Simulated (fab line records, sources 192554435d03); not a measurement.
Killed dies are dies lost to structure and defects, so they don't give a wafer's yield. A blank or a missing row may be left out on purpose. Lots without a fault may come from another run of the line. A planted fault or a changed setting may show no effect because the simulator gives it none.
Chamber matching | flow n5_finfet | N5_BEOL_M15_DESCUM_33 on rie_diel-01: 4 sister chambers
The step chemistry O2, time 7.9 s. 4 wafers are shown with their chamber, then 7 later ones without.

WAFERS WITH THEIR CHAMBER
wafer  | chamber | showerhead_plenum_p_Torr (Torr)
L081.2 | 3       | 2.09
L080.2 | 2       | 2.05
L085.1 | 0       | 2.06
L085.3 | 1       | 2.00

WAFERS WITHOUT THEIR CHAMBER
wafer  | showerhead_plenum_p_Torr (Torr)
L085.5 | 2.06
L091.2 | 2.05
L091.3 | 2.05
L091.6 | 2.05
L093.1 | 2.05
L093.2 | 2.04
L093.4 | 2.08

WHICH CHAMBER EACH WENT THROUGH
wafer  | from the rows above     | in truth
L085.5 | can't be placed: 0 or 2 | 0
L091.2 | can't be placed: 2 or 0 | 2
L091.3 | can't be placed: 2 or 0 | 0
L091.6 | can't be placed: 2 or 0 | 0
L093.1 | can't be placed: 2 or 0 | 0
L093.2 | can't be placed: 2 or 0 | 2
L093.4 | can't be placed: 3 or 0 | 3
Placed correctly: 0 of 7. Can't be placed from these rows: 7 (the true chamber is among the candidates in 7). Placed wrongly: 0.
How it was worked out, from the rows above alone: a wafer's distance from a chamber is the root of the sum, over the readings, of the square of ((its reading less the chamber's mean) divided by the reading's scatter). The wafer belongs to the nearest chamber; if the next one is less than 2 further off, it can't be placed. A chamber's mean is the mean of its shown wafers. The scatter: with one shown wafer a chamber, the root of the mean of the squares of how far each hidden wafer lies from its nearest shown one.
